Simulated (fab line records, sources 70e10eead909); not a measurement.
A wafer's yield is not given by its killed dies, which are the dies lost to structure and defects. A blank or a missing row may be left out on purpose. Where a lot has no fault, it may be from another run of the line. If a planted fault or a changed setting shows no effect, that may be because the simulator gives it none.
A struck lot beside a sound one | flow nand harc | 13 steps out of a route of 1302
Sound: wafers L954.2, L954.4, L954.6. Struck: wafers L970.3, L970.4, L970.6. The cause is named last.
For every step that has rows: the tool of each side, followed by ch and its chambers, followed by its first start. Under that, the readings that differ: sound wafers | struck wafers | difference of the means | sigmas: that difference in standard deviations of wafers without a fault.
alike: words and numbers the same on both sides, and readings whose means are apart by under 2 such deviations; not compared: readings that were withheld, readings missing a value for some wafer, numbers with overlapping values and no deviation given by the record, and bounds like >300 which may hide the same value.
The two part at a step that has a row with sigmas, a row that says differs or no value, or rows on one side only. Numbers that don't overlap but have no deviation are shown without sigmas and don't part them. Lack of a reading on every wafer of one side parts them only where that side has two or more wafers.

first, 4 steps without rows for these wafers: NHARC_A_STAIRCASE_STRIP_447 (strips in SPM, time 900 s); NHARC_A_STAIRCASE_PRECLEAN_448 (cleans in SC1); NHARC_A_STAIRCASE_SRD_449; NHARC_A_STAIRCASE_CMP_450 (polishes SiO2, target thk 200 nm).
NHARC_A_STAIRCASE_CMP_152: polishes.
  sound on cmp-02 ch 1,2,3, day 18 18:52; struck on cmp-01 ch 2,3, day 25 17:50
  alike: motor current A
then, 2 steps without rows for these wafers: NHARC_A_STAIRCASE_SRD_154; NHARC_A_STAIRCASE_ETCH_403 (etches SiO2 in dHF, target depth 108.2 nm).
NHARC_A_STAIRCASE_ETCHBACK_422: etches the open film in CH3F/O2, target depth 40 nm, time 74.286 s.
  sound on rie diel-04 ch 0,1,3, day 18 19:19; struck on rie diel-01 ch 0,1,2, day 25 18:18
  alike: drypump motor current A, oes product au, rf vpp V, showerhead plenum p Torr, throttle valve pct
  not compared: rf hours counter h
then, 1 step without rows for these wafers: NHARC_A_STAIRCASE_ETCH_423 (etches SiO2 in dHF, target depth 30 nm).
NHARC_A_STAIRCASE_ETCHBACK_157: etches the open film in CH3F/O2, target depth 90 nm, time 167.14 s.
  sound on rie diel-13 ch 0,2, day 18 19:40; struck on rie diel-01 ch 0,1,2, day 25 18:40
  alike: drypump motor current A, oes product au, rf vpp V, showerhead plenum p Torr, throttle valve pct
  not compared: rf hours counter h
NHARC_A_STAIRCASE_STRIP_475: strips in O2, time 20 s.
  sound: rie diel-13 ch 1,2,3; struck: rie diel-01 ch 0,2,3
  alike: drypump motor current A, oes product au, rf vpp V, showerhead plenum p Torr, throttle valve pct
  not compared: rf hours counter h
NHARC_A_STAIRCASE_DEP_471: deposits SiO2, target thk 100 nm.
  sound on pecvd-04 ch 1,2, day 18 19:58; struck on pecvd-04 ch 0,1, day 25 19:01
  no value came back on the struck wafers for chamber pressure Torr (Torr), flow sccm (sccm), heater power w (W), throttle valve pct (%); on the sound wafers chamber pressure Torr (Torr) reads 6.502 6.504 6.479
NHARC_A_STAIRCASE_CMP_472: polishes SiO2.
  sound on cmp-03 ch 1,2,3, day 18 20:13; struck on cmp-03 ch 1,2,3, day 25 19:20
  alike: motor current A

## WHERE THEY PART
NHARC_A_STAIRCASE_DEP_471 only, going by this record. Later steps at which nothing parts them and some readings are alike: NHARC_A_STAIRCASE_CMP_472.

WHY: the cause the simulator had injected
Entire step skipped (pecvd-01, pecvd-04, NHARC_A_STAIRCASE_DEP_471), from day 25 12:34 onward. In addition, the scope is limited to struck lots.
